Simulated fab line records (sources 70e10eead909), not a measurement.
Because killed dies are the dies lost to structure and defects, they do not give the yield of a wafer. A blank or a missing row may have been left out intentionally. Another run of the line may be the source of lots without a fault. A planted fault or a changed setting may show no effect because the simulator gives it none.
What tool caused it? -- flow nand_harc -- 24 lots, 72 wafers sampled, at 5 steps of a route of 1159

## WHAT EACH GAUGE READ, for each wafer
NHARC_P_M0_CD_MEAS_16. Usual: cd_nm 90.1 nm, standard deviation 0.6.
lot,measured,on,cd_nm (nm),flag
L074,day 5 12:13,cd_sem-02,90.1 90.4 90.0,
L075,day 6 06:34,cd_sem-02,89.1 89.6 90.6,
L076,day 6 07:14,cd_sem-01,89.7 90.8 90.2,
L077,day 6 08:14,cd_sem-01,89.6 90.0 89.8,
L078,day 7 04:19,cd_sem-02,91.1 90.4 90.9,
L079,day 7 06:47,cd_sem-01,90.2 90.2 89.7,
L080,day 7 16:41,cd_sem-02,90.0 90.5 90.3,
L081,day 7 21:32,cd_sem-03,90.4 89.3 91.0,
L082,day 8 03:55,cd_sem-02,90.3 89.8 90.1,
L083,day 8 04:18,cd_sem-02,89.9 89.4 89.9,
L084,day 8 08:41,cd_sem-02,89.4 90.5 90.4,
L087,day 8 23:40,cd_sem-02,90.5 90.9 89.4,
L085,day 9 00:14,cd_sem-01,88.9 90.2 90.0,
L088,day 9 03:37,cd_sem-01,89.9 90.1 90.4,
L086,day 9 11:34,cd_sem-03,90.6 90.6 89.9,
L090,day 9 22:43,cd_sem-02,90.2 89.4 89.6,
L089,day 9 23:25,cd_sem-01,91.1 91.2 91.0,
L091,day 10 06:26,cd_sem-03,90.8 91.1 91.5,
L092,day 10 07:31,cd_sem-03,90.5 90.9 90.4,
L093,day 10 07:54,cd_sem-03,89.8 89.7 89.5,
L094,day 10 19:50,cd_sem-02,89.9 90.0 89.3,
L095,day 10 21:52,cd_sem-02,90.2 90.7 90.6,
L097,day 11 06:01,cd_sem-03,89.1 90.3 90.7,
L096,day 11 06:10,cd_sem-01,89.3 89.7 89.8,

NHARC_P_M2_CD_MEAS_16. Usual: cd_nm 170.0 nm, standard deviation 0.65.
lot,measured,on,cd_nm (nm),flag
L074,day 5 20:34,cd_sem-01,169.5 169.7 169.7,
L075,day 6 14:40,cd_sem-02,170.1 169.4 170.0,
L076,day 6 15:17,cd_sem-03,170.4 170.2 171.0,
L077,day 6 16:28,cd_sem-02,169.7 169.0 169.4,
L078,day 7 13:32,cd_sem-03,171.9 171.0 171.1,
L079,day 7 14:54,cd_sem-03,169.2 170.5 171.0,
L080,day 8 00:53,cd_sem-03,171.5 171.3 170.8,
L081,day 8 05:46,cd_sem-03,169.6 169.9 169.9,
L082,day 8 12:08,cd_sem-01,170.0 170.8 170.7,
L083,day 8 12:29,cd_sem-01,171.6 170.8 170.9,
L084,day 8 17:10,cd_sem-03,170.2 170.9 170.5,
L087,day 9 08:29,cd_sem-02,170.7 170.1 170.0,
L085,day 9 09:23,cd_sem-03,169.3 169.4 169.2,
L088,day 9 12:10,cd_sem-01,170.9 169.8 170.5,
L086,day 9 19:52,cd_sem-02,170.1 170.8 170.3,
L090,day 10 07:08,cd_sem-01,170.6 171.3 170.9,
L089,day 10 07:42,cd_sem-03,169.4 169.6 170.0,
L091,day 10 14:40,cd_sem-03,170.1 169.8 170.9,
L092,day 10 15:46,cd_sem-01,170.1 170.1 170.2,
L093,day 10 16:15,cd_sem-03,169.2 169.6 169.9,
L094,day 11 04:07,cd_sem-02,169.6 169.6 169.8,
L095,day 11 06:37,cd_sem-01,170.5 169.6 169.5,
L097,day 11 14:05,cd_sem-01,170.0 169.3 168.7,
L096,day 11 14:25,cd_sem-01,170.7 169.7 169.8,

## EACH LOT AND THE TOOL THAT RAN IT (in order: tool; ch and the chambers of the sampled wafers; start)
lot,NHARC_P_M0_DESCUM_14,NHARC_P_M0_DEGAS_28,NHARC_P_M1_ETCH_28
L074,"rie_diel-08 ch 0,1,2, day 5 11:55","pvd_sputter-01, day 5 12:51","rie_diel-13 ch 1,2, day 5 20:34 or earlier"
L075,"rie_diel-02 ch 2,3, day 6 06:16","pvd_sputter-01, day 6 07:11","rie_diel-13 ch 0,2,3, day 6 14:40 or earlier"
L076,"rie_diel-02 ch 0,1, day 6 06:55","pvd_sputter-02, day 6 07:50","rie_diel-13 ch 0,2,3, day 6 15:17 or earlier"
L077,"rie_diel-02 ch 1,2,3, day 6 07:58","pvd_sputter-01, day 6 08:52","rie_diel-03 ch 0,1,2, day 6 16:28 or earlier"
L078,"rie_diel-08 ch 0,3, day 7 04:01","pvd_sputter-03, day 7 04:56","rie_diel-03 ch 1,2,3, day 7 13:32 or earlier"
L079,"rie_diel-11 ch 0,3, day 7 06:29","pvd_sputter-02, day 7 07:25","rie_diel-13 ch 0,1,2, day 7 14:54 or earlier"
L080,"rie_diel-11 ch 0,1,2, day 7 16:23","pvd_sputter-03, day 7 17:17","rie_diel-03 ch 1,2, day 8 00:53 or earlier"
L081,"rie_diel-02 ch 1,2,3, day 7 21:14","pvd_sputter-03, day 7 22:09","rie_diel-12 ch 0,2,3, day 8 05:46 or earlier"
L082,"rie_diel-02 ch 0,2,3, day 8 03:37","pvd_sputter-03, day 8 04:32","rie_diel-03 ch 1,2,3, day 8 12:08 or earlier"
L083,"rie_diel-02 ch 0,2,3, day 8 04:01","pvd_sputter-02, day 8 04:56","rie_diel-13 ch 1,2, day 8 12:29 or earlier"
L084,"rie_diel-08 ch 1,2,3, day 8 08:24","pvd_sputter-01, day 8 09:19","rie_diel-13 ch 1,2,3, day 8 17:10 or earlier"
L087,"rie_diel-02 ch 0,1,2, day 8 23:22","pvd_sputter-02, day 9 00:17","rie_diel-12 ch 1,2, day 9 08:29 or earlier"
L085,"rie_diel-08 ch 1,2,3, day 8 23:53","pvd_sputter-01, day 9 00:52","rie_diel-03 ch 0,1,2, day 9 09:23 or earlier"
L088,"rie_diel-02 ch 1,2,3, day 9 03:19","pvd_sputter-03, day 9 04:17","rie_diel-12 ch 0,1,2, day 9 12:10 or earlier"
L086,"rie_diel-02 ch 0,2, day 9 11:14","pvd_sputter-01, day 9 12:14","rie_diel-13 ch 1,2,3, day 9 19:52 or earlier"
L090,"rie_diel-02 ch 0,1, day 9 22:25","pvd_sputter-01, day 9 23:22","rie_diel-13 ch 2,3, day 10 07:08 or earlier"
L089,"rie_diel-11 ch 1,2,3, day 9 23:07","pvd_sputter-01, day 10 00:02","rie_diel-13 ch 0,2, day 10 07:42 or earlier"
L091,"rie_diel-02 ch 0,1,3, day 10 06:08","pvd_sputter-03, day 10 07:02","rie_diel-13 ch 0,2,3, day 10 14:40 or earlier"
L092,"rie_diel-11 ch 0,2,3, day 10 07:13","pvd_sputter-01, day 10 08:08","rie_diel-13 ch 1,2,3, day 10 15:46 or earlier"
L093,"rie_diel-08 ch 1,2, day 10 07:36","pvd_sputter-01, day 10 08:32","rie_diel-12 ch 0,2,3, day 10 16:15 or earlier"
L094,"rie_diel-02 ch 0,1, day 10 19:31","pvd_sputter-03, day 10 20:28","rie_diel-12 ch 0,1,3, day 11 04:07 or earlier"
L095,"rie_diel-02 ch 0,2,3, day 10 21:35","pvd_sputter-03, day 10 22:32","rie_diel-12 ch 0,1,2, day 11 06:37 or earlier"
L097,"rie_diel-08 ch 0,2,3, day 11 05:44","pvd_sputter-02, day 11 06:39","rie_diel-03 ch 0,1,3, day 11 14:05 or earlier"
L096,"rie_diel-11 ch 0,2,3, day 11 05:54","pvd_sputter-01, day 11 06:48","rie_diel-12 ch 0,3, day 11 14:25 or earlier"
- NHARC_P_M0_DESCUM_14: chemistry O2, time 3 s.
- NHARC_P_M0_DEGAS_28: time 60 s.
- NHARC_P_M1_ETCH_28: etches the open film in CF4/N2, target depth 30 nm, time 72.99 s.

## WHAT THE TOOLS THEMSELVES READ (means of the sampled wafers that have a number; where no wafer has one, the mark that the record gives instead)
NHARC_P_M0_DESCUM_14. Usual: drypump_motor_current_A 6.1 A, standard deviation 0.37; oes_product_au 1.003 a.u., standard deviation 0.0088; rf_vpp_V 58.0 V, standard deviation 0.92; showerhead_plenum_p_Torr 1.96 Torr, standard deviation 0.087; throttle_valve_pct 11.311 %, standard deviation 0.0082.
lot,tool,drypump_motor_current_A (A),oes_product_au (a.u.),rf_vpp_V (V),showerhead_plenum_p_Torr (Torr),throttle_valve_pct (%),flag
L074,rie_diel-08,5.9,1.013,58.1,1.89,11.304,
L075,rie_diel-02,5.9,1.002,58.5,1.93,11.316,
L076,rie_diel-02,6.4,1.008,58.7,2.03,11.310,
L077,rie_diel-02,6.2,1.004,57.3,1.94,11.306,
L078,rie_diel-08,6.1,0.991,58.4,1.99,11.311,
L079,rie_diel-11,6.2,1.001,57.5,1.91,11.313,
L080,rie_diel-11,5.7,1.002,58.9,1.91,11.307,
L081,rie_diel-02,6.2,1.003,57.9,1.94,11.309,
L082,rie_diel-02,6.1,1.006,57.9,1.99,11.308,
L083,rie_diel-02,6.1,1.006,57.6,1.99,11.311,
L084,rie_diel-08,6.0,0.998,57.7,1.98,11.310,
L087,rie_diel-02,6.4,1.007,58.0,2.00,11.311,
L085,rie_diel-08,6.0,0.989,58.1,1.98,11.306,
L088,rie_diel-02,6.2,1.007,58.0,1.94,11.306,
L086,rie_diel-02,6.2,1.003,57.9,2.02,11.312,
L090,rie_diel-02,6.6,1.008,58.5,1.98,11.303,
L089,rie_diel-11,5.9,1.012,57.8,1.94,11.316,
L091,rie_diel-02,6.2,1.006,57.6,1.97,11.318,
L092,rie_diel-11,6.0,1.002,58.0,1.88,11.310,
L093,rie_diel-08,5.8,1.005,58.3,1.89,11.311,
L094,rie_diel-02,6.6,1.010,57.7,1.98,11.307,
L095,rie_diel-02,6.1,0.993,59.0,1.99,11.319,
L097,rie_diel-08,5.9,0.995,57.5,1.90,11.314,
L096,rie_diel-11,6.0,0.995,57.2,1.88,11.306,

NHARC_P_M0_DEGAS_28. Usual: heater_power_w 313 W, standard deviation 28.
lot,tool,heater_power_w (W),flag
L074,pvd_sputter-01,293,
L075,pvd_sputter-01,317,
L076,pvd_sputter-02,313,
L077,pvd_sputter-01,323,
L078,pvd_sputter-03,338,
L079,pvd_sputter-02,305,
L080,pvd_sputter-03,346,
L081,pvd_sputter-03,323,
L082,pvd_sputter-03,348,
L083,pvd_sputter-02,296,
L084,pvd_sputter-01,290,
L087,pvd_sputter-02,305,
L085,pvd_sputter-01,313,
L088,pvd_sputter-03,329,
L086,pvd_sputter-01,279,
L090,pvd_sputter-01,277,
L089,pvd_sputter-01,305,
L091,pvd_sputter-03,340,
L092,pvd_sputter-01,289,
L093,pvd_sputter-01,281,
L094,pvd_sputter-03,323,
L095,pvd_sputter-03,334,
L097,pvd_sputter-02,314,
L096,pvd_sputter-01,294,

NHARC_P_M1_ETCH_28. Usual: drypump_motor_current_A 6.0 A, standard deviation 0.35; oes_product_au 1.000 a.u., standard deviation 0.0072; rf_vpp_V 313.5 V, standard deviation 2; showerhead_plenum_p_Torr 2.60 Torr, standard deviation 0.1; throttle_valve_pct 19.794 %, standard deviation 0.0081.
lot,tool,drypump_motor_current_A (A),oes_product_au (a.u.),rf_vpp_V (V),showerhead_plenum_p_Torr (Torr),throttle_valve_pct (%),flag
L074,rie_diel-13,6.1,1.002,315.2,2.68,19.794,
L075,rie_diel-13,6.3,0.998,314.2,2.62,19.794,
L076,rie_diel-13,6.3,1.006,313.5,2.62,19.796,
L077,rie_diel-03,6.0,0.988,313.2,2.55,19.798,
L078,rie_diel-03,6.0,0.997,313.8,2.60,19.798,
L079,rie_diel-13,6.0,1.009,313.4,2.59,19.794,
L080,rie_diel-03,6.1,1.000,312.0,2.55,19.797,
L081,rie_diel-12,5.7,0.998,312.7,2.59,19.795,
L082,rie_diel-03,6.0,0.996,313.4,2.60,19.791,
L083,rie_diel-13,5.8,0.999,314.3,2.61,19.790,
L084,rie_diel-13,6.1,0.993,314.4,2.65,19.804,
L087,rie_diel-12,5.6,1.009,313.8,2.63,19.792,
L085,rie_diel-03,6.1,0.992,312.6,2.54,19.789,
L088,rie_diel-12,5.9,0.996,313.9,2.66,19.790,
L086,rie_diel-13,6.2,1.003,314.4,2.65,19.791,
L090,rie_diel-13,6.4,0.991,315.5,2.72,19.795,
L089,rie_diel-13,6.3,0.997,314.8,2.65,19.796,
L091,rie_diel-13,6.3,1.003,313.7,2.62,19.786,
L092,rie_diel-13,6.2,0.998,314.4,2.65,19.796,
L093,rie_diel-12,5.7,1.002,313.8,2.59,19.793,
L094,rie_diel-12,6.0,1.009,313.9,2.65,19.790,
L095,rie_diel-12,5.9,1.006,314.3,2.66,19.799,
L097,rie_diel-03,6.0,0.999,312.9,2.55,19.792,
L096,rie_diel-12,6.0,0.994,314.2,2.62,19.793,

## THE ANSWER, worked out from the rows above alone
Rule: a lot counts as off when the mean over its wafers that have a number is more than 3 standard deviations away from the usual mean. A lot without any number at a reading at which 4 lots or more have one is off too. Where the step has rows for the other lots, those lots are counted as sound. Order of review: gauges by route order, followed by the tools' own readings, for which a lot's mean as printed above is used. At the first step where some lot is off, the reading lying furthest off is the one used; lots without a number count as furthest.
Nothing can be told from this: no lot is off at any reading shown.

## WHAT HAD BEEN PUT IN BY THE SIMULATOR
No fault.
